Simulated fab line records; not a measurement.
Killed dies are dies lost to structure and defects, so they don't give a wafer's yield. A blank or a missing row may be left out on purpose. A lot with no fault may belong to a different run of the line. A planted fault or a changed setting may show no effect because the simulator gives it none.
fab line records    flow n5-finfet
[record] lots = 7  wafers = 21
route steps=1938 shown MIM_BOT_LITHO@1859 MIM_BOT_ETCH@1867 PASSIVATION@1922
start-h: hours from the record's opening day to when the first of the lot's shown wafers began    wait-h: hours since the lot's step before    " unchanged from the row above    L1.1+2: a row that stands for several wafers    - no value, or no start given    * or withheld: withheld    < > ~ a bound
route shown NAME@n: names a module that has steps shown in the file, with the first one's number in the route    usual: mean/standard deviation of fault-free wafers    same: alike in all rows    chamber/n: place in a boat    sites: per-site readings    _std_site: the standard deviation of these    _edge_site: the outer-site mean with the inner-site mean subtracted    radius-mm: how far each site lies from the wafer's centre    mask NAME#n: copy n    behind: the last tool/chamber to shape the wafer    hold: why the lot went on hold/how many hours it stayed there/how the hold came to an end    device: which transistor (n, p or np) failed to switch    end of line: tests run on the same wafers once the route is complete    for a step that has no rows: nothing shown but its recipe    killed: dies lost to structure and defects at the first sort, not the wafer's yield    map: per-die view of a wafer (x killed, . not killed, _ where there is no die)
set.NAME: the setting the step ran with; set.NAME@STEP: the setting that earlier step ran with    model.NAME: the simulator's own value behind a step, which no gauge read
lots run with intentionally changed settings; tables by step, rows by wafer
[[steps]]
[step N5_MIM_BOT_LITHO_PEB_06]
[recipe] peb-temp-c = withheld  peb-time-s = *
lot.wafer   tool            chamber  start-h  wait-h  set.peb-time-s
L080.1      litho-track-03  0        295.10   0.1     *
L080.3+6    "               0        "        "       *
L081.1+4+6  litho-track-04  0        323.67   0.1     *
L082.2+4    litho-track-04  0        324.11   0.0     *
L082.5      "               0        "        "       *
L083.4+6    litho-track-02  0        328.51   0.0     *
L083.5      "               0        "        "       *
L089.2      litho-track-04  0        352.11   0.0     *
L089.3+4    "               0        "        "       *
L093.1+4+5  litho-track-03  0        385.15   0.1     *
L094.2      litho-track-03  0        388.61   0.0     *
L094.3+6    "               0        "        "       *
[step N5_MIM_BOT_LITHO_DEVELOP_07]
[recipe] develop-time-s = 60  rinse-liquid = diw  dry = air-spin  dev-temp-c = 21
[step N5_MIM_BOT_LITHO_HARDBAKE_09]
[recipe] temp-c = 130  time-s = 120
[step N5_MIM_BOT_LITHO_CD_MEAS_08]
[recipe] target-cd-nm = 3000  landing-energy-ev = 500  detector = se-inlens  polarity = opening
[usual] cd-nm = 2999.6/1.6
lot.wafer  tool       chamber  start-h  wait-h  set.peb-time-s@MIM_BOT_LITHO_PEB_06  cd-nm
L080.1     cd-sem-02  0        295.22   -       *                                    2994.2
L080.3     "          0        "        "       *                                    3001.3
L080.6     "          0        "        "       *                                    2999.1
L081.1     cd-sem-03  0        323.79   -       *                                    2999.2
L081.4     "          0        "        "       *                                    2999.3
L081.6     "          0        "        "       *                                    2999.8
L082.2     cd-sem-02  0        324.23   -       *                                    2992.3
L082.4     "          0        "        "       *                                    2990.4
L082.5     "          0        "        "       *                                    2999.2
L083.4     cd-sem-03  0        328.63   -       *                                    3001.3
L083.5     "          0        "        "       *                                    2997.9
L083.6     "          0        "        "       *                                    3001.3
L089.2     cd-sem-01  0        352.23   -       *                                    2996.6
L089.3     "          0        "        "       *                                    2993.0
L089.4     "          0        "        "       *                                    2993.9
L093.1     cd-sem-02  0        385.27   -       *                                    3001.8
L093.4     "          0        "        "       *                                    3000.9
L093.5     "          0        "        "       *                                    2999.1
L094.2     cd-sem-02  0        388.73   -       *                                    2999.0
L094.3     "          0        "        "       *                                    2991.8
L094.6     "          0        "        "       *                                    2993.5
[step N5_MIM_BOT_ETCH_ETCH_03]
[recipe] chemistry = Cl2/BCl3  target-depth-a = 120  pressure-mtorr = 8  icp-w = 800  bias-w = 100  Cl2_flow_sccm = 20  bcl3-flow-sccm = 80
lot.wafer  tool          chamber  start-h  wait-h  set.icp-w  model.etch.depth-nm  model.MIM_BOT_ETCH.cd-offset-nm
L080.1     rie-metal-03  1        295.46   0.1     800        12.35                0
L080.3     "             1        "        "       800        12.32                0.2
L080.6     "             1        "        "       800        12.28                0.4
L081.1     rie-metal-02  0        324.06   0.1     800        11.74                0.4
L081.4     "             0        "        "       800        11.76                0
L081.6     "             0        "        "       800        11.79                0.2
L082.2     rie-metal-01  0        324.47   0.1     800        12.09                -0.6
L082.4     "             0        "        "       800        12.13                -0.6
L082.5     "             0        "        "       800        12.14                -0.6
L083.4     rie-metal-02  1        328.90   0.1     800        12.1                 0.2
L083.5     "             1        "        "       840.4      12.56                -0.2
L083.6     "             0        "        "       800        11.73                0.2
L089.2     rie-metal-03  0        352.83   0.1     800        12.12                0.4
L089.3     "             1        "        "       860.1      13.11                -0.2
L089.4     "             0        "        "       800        12.14                0.4
L093.1     rie-metal-03  1        385.51   0.1     800        12.47                0.2
L093.4     "             0        "        "       800        12.13                0.6
L093.5     "             0        "        "       800        12.12                0.6
L094.2     rie-metal-02  1        388.97   0.1     664        10.26                1
L094.3     "             1        "        "       800        12.28                0
L094.6     "             0        "        "       664        10.12                1
[step N5_MIM_BOT_ETCH_ETCH_00]
[recipe] chemistry = Cl2/BCl3  target = TiN  target-depth-a = 455  ion-energy-ev = 150  pressure-mtorr = 10  icp-w = 1000  bias-w = 126  Cl2_flow_sccm = 53.25  bcl3-flow-sccm = 21.75  Ar_flow_sccm = 25
lot.wafer   tool          chamber  start-h  wait-h  set.icp-w@MIM_BOT_ETCH_ETCH_03  model.MIM_BOT_ETCH.cd-offset-nm
L080.1      rie-metal-03  1        295.55   0.1     800                             -0.2
L080.3      "             1        "        "       800                             0
L080.6      "             1        "        "       800                             0.2
L081.1+6    rie-metal-02  0        324.15   0.1     800                             0.4
L081.4      "             0        "        "       800                             0.2
L082.2+4+5  rie-metal-01  0        324.56   0.1     800                             -0.8
L083.4      rie-metal-02  1        329.00   0.1     800                             0
L083.5      "             1        "        "       840.4                           -0.6
L083.6      "             0        "        "       800                             0.2
L089.2      rie-metal-03  0        352.92   0.1     800                             0.2
L089.3      "             1        "        "       860.1                           -0.2
L089.4      "             0        "        "       800                             0.4
L093.1      rie-metal-03  1        385.60   0.1     800                             0
L093.4      "             0        "        "       800                             0.2
L093.5      "             0        "        "       800                             0.4
L094.2      rie-metal-02  1        389.06   0.1     664                             0.8
L094.3      "             1        "        "       800                             -0.4
L094.6      "             0        "        "       664                             1
[step N5_PASSIVATION_PEB_42]
[recipe] peb-temp-c = withheld  peb-time-s = *
lot.wafer   tool            chamber  start-h  wait-h  set.peb-time-s
L080.1+3    litho-track-01  0        302.13   0.1     *
L080.6      "               0        "        "       *
L081.1+6    litho-track-02  0        329.66   0.1     *
L081.4      "               0        "        "       *
L082.2      litho-track-02  0        330.19   0.0     *
L082.4+5    "               0        "        "       *
L083.4+6    litho-track-01  0        334.18   0.0     *
L083.5      "               0        "        "       *
L089.2+3    litho-track-04  0        359.87   0.0     *
L089.4      "               0        "        "       *
L093.1+4+5  litho-track-01  0        390.23   0.1     *
L094.2+3+6  litho-track-02  0        393.71   0.0     *
[step N5_PASSIVATION_DEVELOP_43]
[recipe] develop-time-s = 60  rinse-liquid = diw  dry = air-spin  dev-temp-c = 21
[step N5_PASSIVATION_HARDBAKE_45]
[recipe] temp-c = 130  time-s = 120
[step N5_PASSIVATION_CD_MEAS_44]
[recipe] target-cd-nm = 40000  landing-energy-ev = 500  detector = se-inlens
[usual] cd-nm = 40001/2.7
lot.wafer  tool       chamber  start-h  wait-h  set.peb-time-s@PASSIVATION_PEB_42  cd-nm
L080.1     cd-sem-02  0        302.25   -       *                                  40006
L080.3     "          0        "        "       *                                  40002
L080.6     "          0        "        "       *                                  39993
L081.1     cd-sem-01  0        329.78   -       *                                  40003
L081.4     "          0        "        "       *                                  40006
L081.6     "          0        "        "       *                                  40003
L082.2     cd-sem-02  0        330.31   -       *                                  40007
L082.4     "          0        "        "       *                                  40001
L082.5     "          0        "        "       *                                  39999
L083.4     cd-sem-02  0        334.31   -       *                                  40001
L083.5     "          0        "        "       *                                  40000
L083.6     "          0        "        "       *                                  40003
L089.2     cd-sem-01  0        359.99   -       *                                  39987
L089.3     "          0        "        "       *                                  39985
L089.4     "          0        "        "       *                                  40002
L093.1     cd-sem-01  0        390.35   -       *                                  40009
L093.4     "          0        "        "       *                                  40006
L093.5     "          0        "        "       *                                  40007
L094.2     cd-sem-03  0        393.83   -       *                                  39999
L094.3     "          0        "        "       *                                  40002
L094.6     "          0        "        "       *                                  40000
[step N5_PASSIVATION_ETCH_54]
[recipe] chemistry = CHF3/O2  target = SiO2  target-depth-a = 8800  CHF3_flow_sccm = 50  O2_flow_sccm = 5  Ar_flow_sccm = 200  time-s = 440  mask-material = PR  pressure-mtorr = 30  source-w = 650  bias-w = 170  ion-energy-ev = 200
lot.wafer  tool         chamber  start-h  wait-h  set.time-s  model.etch.depth-nm  model.PASSIVATION.feature-depth-nm
L080.1     rie-diel-01  3        302.79   0.1     440         886.2                886.2
L080.3     "            2        "        "       440         877.9                878
L080.6     "            1        "        "       493.4       997.6                997.6
L081.1     rie-diel-01  3        330.13   0.1     440         886.8                886.8
L081.4     "            1        "        "       356.2       708.8                708.8
L081.6     "            1        "        "       440         875.1                875.2
L082.2     rie-diel-01  1        330.72   0.1     534.4       1061                 1061
L082.4     "            3        "        "       534.4       1067                 1067
L082.5     "            0        "        "       440         876                  876
L083.4     rie-diel-01  1        335.17   0.1     440         880.6                880.6
L083.5     "            1        "        "       440         878.4                878.4
L083.6     "            0        "        "       470.3       948.7                948.6
L089.2     rie-diel-03  3        360.34   0.1     513.3       1039                 1039
L089.3     "            1        "        "       440         885.8                885.8
L089.4     "            0        "        "       513.3       1031                 1031
L093.1     rie-diel-03  0        390.78   0.1     440         878                  878
L093.4     "            1        "        "       440         886.8                886.8
L093.5     "            0        "        "       440         881.6                881.6
L094.2     rie-diel-04  1        394.59   0.1     440         869.1                869
L094.3     "            0        "        "       440         867.5                867.6
L094.6     "            2        "        "       440         895                  895
[[key]]
[split] step = N5_MIM_BOT_LITHO_PEB_06  setting = peb-time-s  stated = *  by = wafer
[response] step = N5_MIM_BOT_LITHO_CD_MEAS_08  reading = cd-nm  change = +0.364  per = 1%  r = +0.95
[split] step = N5_MIM_BOT_ETCH_ETCH_03  setting = icp-w  stated = 800  by = wafer
[response] step = N5_MIM_BOT_ETCH_ETCH_03  reading = model.etch.depth-nm  change = +0.124  per = 1%  r = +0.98
[response] step = N5_MIM_BOT_ETCH_ETCH_03  reading = model.MIM_BOT_ETCH.cd-offset-nm  change = -0.0634  per = 1%  r = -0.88
[response] step = N5_MIM_BOT_ETCH_ETCH_00  reading = model.MIM_BOT_ETCH.cd-offset-nm  change = -0.0792  per = 1%  r = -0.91
[split] step = N5_PASSIVATION_PEB_42  setting = peb-time-s  stated = *  by = wafer
[response] step = N5_PASSIVATION_CD_MEAS_44  reading = cd-nm  change = +0.536  per = 1%  r = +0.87
[split] step = N5_PASSIVATION_ETCH_54  setting = time-s  stated = 440  by = wafer
[response] step = N5_PASSIVATION_ETCH_54  reading = model.etch.depth-nm  change = +9.02  per = 1%  r = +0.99
[response] step = N5_PASSIVATION_ETCH_54  reading = model.PASSIVATION.feature-depth-nm  change = +9.01  per = 1%  r = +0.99
